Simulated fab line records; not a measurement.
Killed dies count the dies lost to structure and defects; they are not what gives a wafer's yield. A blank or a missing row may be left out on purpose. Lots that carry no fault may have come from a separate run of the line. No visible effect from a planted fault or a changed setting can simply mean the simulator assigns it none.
Lot-split experiment -- flow n5-finfet -- 39 wafers read from 7 lots, route of 1938 steps

SPLIT DETAILS
At N5_HKMG_FIN_ALD_91 (deposits TiN, target thk 1 nm, pulse time 1 s, purge time 3 s), the setting ald-cycles was moved away from the recipe's 47 on 15 of the 39 wafers read, by -25.5% to +44.7%. This setting was run at the recipe's value on the other wafers.

Reading taken at the split's own step.

THE READING
TiN_of_HKMG_FIN_ALD_91.thk-nm (the simulator's own value, which no gauge read), in nm, at N5_HKMG_FIN_ALD_91 (deposits TiN, target thk 1 nm, pulse time 1 s, purge time 3 s). There is no usual value for it anywhere in the file.

wafer,"tool, chamber at the split",ald-cycles as run,against the recipe,"TiN_of_HKMG_FIN_ALD_91.thk-nm, nm",against lot-mates on the recipe
L074.1,"ald-metal-03, 0,3,0",47,recipe,1,-
L074.2,"ald-metal-03, 0,3,0",47,recipe,1,-
L074.6,"ald-metal-03, 0,3,0",47,recipe,1,-
L074.3,"ald-metal-03, 1,2,3",55,+17.0%,1.2,+0.2
L074.4,"ald-metal-03, 1,2,3",55,+17.0%,1.2,+0.2
L074.5,"ald-metal-03, 1,2,3",55,+17.0%,1.2,+0.2
L087.1,"ald-metal-01, 0,3,1",35,-25.5%,0.8,-0.2
L087.2,"ald-metal-01, 0,3,1",35,-25.5%,0.8,-0.2
L087.6,"ald-metal-01, 0,3,1",35,-25.5%,0.8,-0.2
L087.3,"ald-metal-01, 1,2,2",47,recipe,1,-
L087.4,"ald-metal-01, 1,2,2",47,recipe,1,-
L087.5,"ald-metal-01, 1,2,2",47,recipe,1,-
L088.1,"ald-metal-03, 3,1,0",47,recipe,1,-
L088.5,"ald-metal-03, 3,1,0",47,recipe,1,-
L088.6,"ald-metal-03, 3,1,0",47,recipe,1,-
L089.1,"ald-metal-03, 2,0,1,3,0,1",47,recipe,1,-
L089.2,"ald-metal-03, 2,0,1,3,0,1",47,recipe,1,-
L089.3,"ald-metal-03, 2,0,1,3,0,1",47,recipe,1,-
L089.4,"ald-metal-03, 2,0,1,3,0,1",47,recipe,1,-
L089.5,"ald-metal-03, 2,0,1,3,0,1",47,recipe,1,-
L089.6,"ald-metal-03, 2,0,1,3,0,1",47,recipe,1,-
L090.1,"ald-metal-03, 2,0,3",47,recipe,1,-
L090.2,"ald-metal-03, 2,0,3",47,recipe,1,-
L090.6,"ald-metal-03, 2,0,3",47,recipe,1,-
L090.3,"ald-metal-03, 3,1,2",56,+19.1%,1.2,+0.2
L090.4,"ald-metal-03, 3,1,2",56,+19.1%,1.2,+0.2
L090.5,"ald-metal-03, 3,1,2",56,+19.1%,1.2,+0.2
L095.1,"ald-metal-01, 3,0,1",47,recipe,1,-
L095.2,"ald-metal-01, 3,0,1",47,recipe,1,-
L095.3,"ald-metal-01, 3,0,1",47,recipe,1,-
L095.4,"ald-metal-01, 2,0,1",68,+44.7%,1.4,+0.4
L095.5,"ald-metal-01, 2,0,1",68,+44.7%,1.4,+0.4
L095.6,"ald-metal-01, 2,0,1",68,+44.7%,1.4,+0.4
L097.1,"ald-metal-01, 1,3,0",47,recipe,1,-
L097.2,"ald-metal-01, 1,3,0",47,recipe,1,-
L097.4,"ald-metal-01, 1,3,0",47,recipe,1,-
L097.3,"ald-metal-01, 2,3,0",65,+38.3%,1.4,+0.4
L097.5,"ald-metal-01, 2,3,0",65,+38.3%,1.4,+0.4
L097.6,"ald-metal-01, 2,3,0",65,+38.3%,1.4,+0.4
The file does not say which wafer passed through which chamber wherever a row lists several chambers: such a row stands for several wafers.

FIT RESULTS
A straight line over all 39 wafers: TiN_of_HKMG_FIN_ALD_91.thk-nm changes by +0.00936 nm for each +1% of ald-cycles; r = +0.99; the points scatter about the line by 0.019 nm.
The same after taking each lot's own level away (the mean of its wafers on the recipe; 39 wafers): +0.00936 nm for each +1%; r = +0.99; scatter 0.019 nm.
Per that fit: largest ald-cycles move, reading shift of 0.42 nm.
The lots' own levels span 1.00 to 1.00 nm.
Hence the lot-to-lot level has little effect on the slope; both slopes agree.
Check: for one of the wafers moved furthest among these (+44.7%), held out of the fit, the line's prediction against its lot-mates is +0.432 nm. Against them it came out at +0.4 nm.

THE FILE'S OWN FIT
TiN_of_HKMG_FIN_ALD_91.thk-nm changes by +0.00954 nm for each +1% of ald-cycles, r = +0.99.
